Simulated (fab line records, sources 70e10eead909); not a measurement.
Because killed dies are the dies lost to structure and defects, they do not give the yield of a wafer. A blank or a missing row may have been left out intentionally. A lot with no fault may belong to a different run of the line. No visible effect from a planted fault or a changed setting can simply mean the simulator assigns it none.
Chamber matching | flow nand harc | NHARC_A_CONTACT_CMP_20 on cmp-02 has 4 sister chambers
The step polishes, t overpolish 30 s, target thk 300 nm. 8 wafers are shown with their chamber, then 7 later ones without.

## WAFERS WITH THEIR CHAMBER
wafer  | chamber | motor current A (A) | time to endpoint s (s)
L076.3 | 3       | 13.4                | 72
L082.4 | 1       | 9.9                 | 60
L082.5 | 0       | 10.8                | 62
L086.3 | 2       | 14.2                | 58
L086.4 | 0       | 10.7                | 63
L086.6 | 2       | 14.4                | 56
L090.3 | 1       | 10.2                | 65
L090.4 | 3       | 13.1                | 65

## WAFERS MISSING THEIR CHAMBER
wafer  | motor current A (A) | time to endpoint s (s)
L090.5 | 10.7                | 64
L095.2 | 10.2                | 60
L095.3 | 10.9                | 61
L095.5 | 9.8                 | 60
L096.3 | 14.1                | 57
L096.5 | 10.5                | 62
L096.6 | 11.3                | 62

## EACH ONE'S CHAMBER
wafer  | from the rows above     | in truth
L090.5 | 0                       | 0
L095.2 | 1                       | 1
L095.3 | 0                       | 0
L095.5 | 1                       | 1
L096.3 | 2                       | 2
L096.5 | can't be placed: 0 or 1 | 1
L096.6 | 0                       | 0
Placed correctly: 6 of 7. From these rows, 1 cannot be placed; in 1 the true chamber is one of the candidates. Wrongly placed: 0.
How it was worked out, from the rows above alone: a wafer's distance from a chamber is the root of the sum, over the readings, of the square of ((its reading less the chamber's mean) divided by the reading's scatter). The wafer belongs to the nearest chamber; if the next one is less than 2 further off, it can't be placed. Each chamber's mean is taken over the wafers shown for it. The scatter: take each reading less its chamber's mean, square it, sum over the shown wafers, divide by the number of wafers less the number of chambers, and take the root.
